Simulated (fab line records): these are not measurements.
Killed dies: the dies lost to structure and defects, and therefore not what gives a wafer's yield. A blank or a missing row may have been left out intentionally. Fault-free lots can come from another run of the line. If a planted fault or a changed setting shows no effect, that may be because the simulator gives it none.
A struck lot beside a sound one | flow nand harc | 15 out of 1302 route steps
Sound: these wafers, L547.1, L547.3, L547.4. Wafers struck: L542.3, L542.4, L542.6. Last of all comes the cause.
For every step that has rows: the tool of each side, followed by ch and its chambers, followed by its first start. Under that, the readings that differ: sound wafers | struck wafers | difference of the means | sigmas: that difference in standard deviations of wafers without a fault.
alike: readings with means less than 2 such deviations apart, plus words and numbers identical on both sides. not compared: withheld readings, readings lacking a value on some wafer, bounds such as >300 that could conceal the same value, and numbers that have no deviation in the record and whose values overlap.
The two part at a step that has a row with sigmas, a row that says differs or no value, or rows on one side only. Non-overlapping numbers with no deviation appear without sigmas and do not part them. A reading that every wafer of one side lacks parts them only if that side has two wafers or more.

first, 1 step without rows for these wafers: NHARC_A_ONON_D1_DEP_06 (target thk 1000 nm).
NHARC_A_ONON_D1_THK_MEAS_08: measures by ellipsometry.
  sound on film metro-01, day 15 00:01; struck on film metro-02, day 12 16:56
  alike: thk nm
next comes 1 step that has no rows for these wafers: NHARC_A_ONON_D1_DEP_09 (target thickness 1000 nm).
NHARC_A_ONON_D1_THK_MEAS_11: measures by ellipsometry.
  sound on film metro-01, day 15 00:34; struck on film metro-01, day 12 17:30
  alike: thk nm
next comes 1 step that has no rows for these wafers: NHARC_A_ONON_D1_DEP_12 (target thickness 1000 nm).
NHARC_A_ONON_D1_THK_MEAS_14: measures by ellipsometry.
  sound on film metro-02, day 15 01:08; struck on film metro-01, day 12 18:04
  alike: thk nm
then, 2 steps without rows for these wafers: NHARC_A_ONON_D1_ANNEAL_15 (time 3600 s); NHARC_A_ONON_D1_DEP_16 (target thk 1000 nm).
NHARC_A_ONON_D1_THK_MEAS_18: measures by ellipsometry.
  sound on film metro-02, day 15 08:58; struck on film metro-01, day 13 06:05
  alike: thk nm
next comes 1 step that has no rows for these wafers: NHARC_A_ONON_D1_DEP_19 (target thickness 1000 nm).
NHARC_A_ONON_D1_THK_MEAS_21: measures by ellipsometry.
  sound on film metro-01, day 15 09:31; struck on film metro-01, day 13 06:40
  alike: thk nm
NHARC_A_ONON_D1_DEP_22: target thk 1000 nm.
  sound on pecvd onon-01 ch 0, day 15 09:35; struck on pecvd onon-02 ch 0, day 13 06:50
NHARC_A_ONON_D1_THK_MEAS_24: measures by ellipsometry.
  sound on film metro-02, day 15 10:05; struck on film metro-01, day 13 07:13
  reading     | sound          | struck      | difference | sigmas
  thk nm (nm) | 1000 1001 1001 | 716 717 715 | -285       | -32
next comes 1 step that has no rows for these wafers: NHARC_A_ONON_D1_DEP_25 (target thickness 1000 nm).
-- the record jumps here: 16 days lie between the struck wafers' starts before and after (it left off in module A_ONON_D1 and takes up again in module END, whose first step shown is number 1302 of the route) --
NHARC_END_SORT_01:
  at this point the record logs the struck wafers (prober-02 ch 0, day 29 08:18) and has no rows for the sound ones

WHERE THEY PART
Last at NHARC_END_SORT_01 as far as this record goes, first at NHARC_A_ONON_D1_THK_MEAS_24.

WHY: what had been put in by the simulator
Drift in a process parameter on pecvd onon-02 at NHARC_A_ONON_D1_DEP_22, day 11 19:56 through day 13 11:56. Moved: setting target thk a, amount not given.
